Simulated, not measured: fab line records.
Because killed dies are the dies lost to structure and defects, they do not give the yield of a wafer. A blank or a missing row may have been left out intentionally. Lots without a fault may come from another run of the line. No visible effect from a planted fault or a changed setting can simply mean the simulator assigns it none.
Chamber matching    flow n5-finfet    3 sister chambers for N5_BEOL_M5_PRE_CLEAN_77 on cvd-co-02
The step time 15 s. 18 wafers are shown with their chamber, then 9 later ones without.

## WAFERS WITH THEIR CHAMBER
wafer   chamber  heater-power-w (W)
L076.2  1        80
L076.4  2        72
L076.6  1        83
L078.2  2        76
L078.4  1        79
L078.5  0        58
L082.3  2        76
L082.4  2        75
L082.6  0        61
L086.2  2        76
L086.3  0        59
L086.4  2        76
L085.2  0        61
L085.3  1        80
L085.4  1        78
L090.3  0        61
L090.4  2        74
L090.6  1        80

SIGNATURES, as means of the wafers listed above
reading         chamber 0  chamber 1  chamber 2  scatter within a chamber
heater-power-w  60.00      80.00      75.00      1.55
Rule: for a wafer and a chamber, the distance is found by dividing, reading by reading, the gap between the wafer's reading and the chamber's mean by the reading's scatter, squaring, summing and taking the root. The wafer belongs to the nearest chamber; if the next one is less than 2 further off, it can't be placed. How the scatter is found: for the shown wafers, subtract from each reading the mean of its chamber, square and add these, divide the total by (wafers less chambers), then take the root.

## WAFERS WITHOUT THEIR CHAMBER
wafer   heater-power-w (W)
L089.1  61
L089.2  80
L089.4  59
L087.1  79
L087.2  59
L087.6  78
L096.1  58
L096.2  81
L096.5  79

## THE CHAMBER EACH PASSED THROUGH
wafer   from the rows above      in truth
L089.1  0                        0
L089.2  1                        1
L089.4  0                        0
L087.1  can't be placed: 1 or 2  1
L087.2  0                        0
L087.6  can't be placed: 1 or 2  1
L096.1  0                        0
L096.2  1                        1
L096.5  can't be placed: 1 or 2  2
Correctly placed: 6 of 9. Cannot be placed on the basis of these rows: 3; the candidates contain the true chamber in 3. Number placed wrongly: 0.
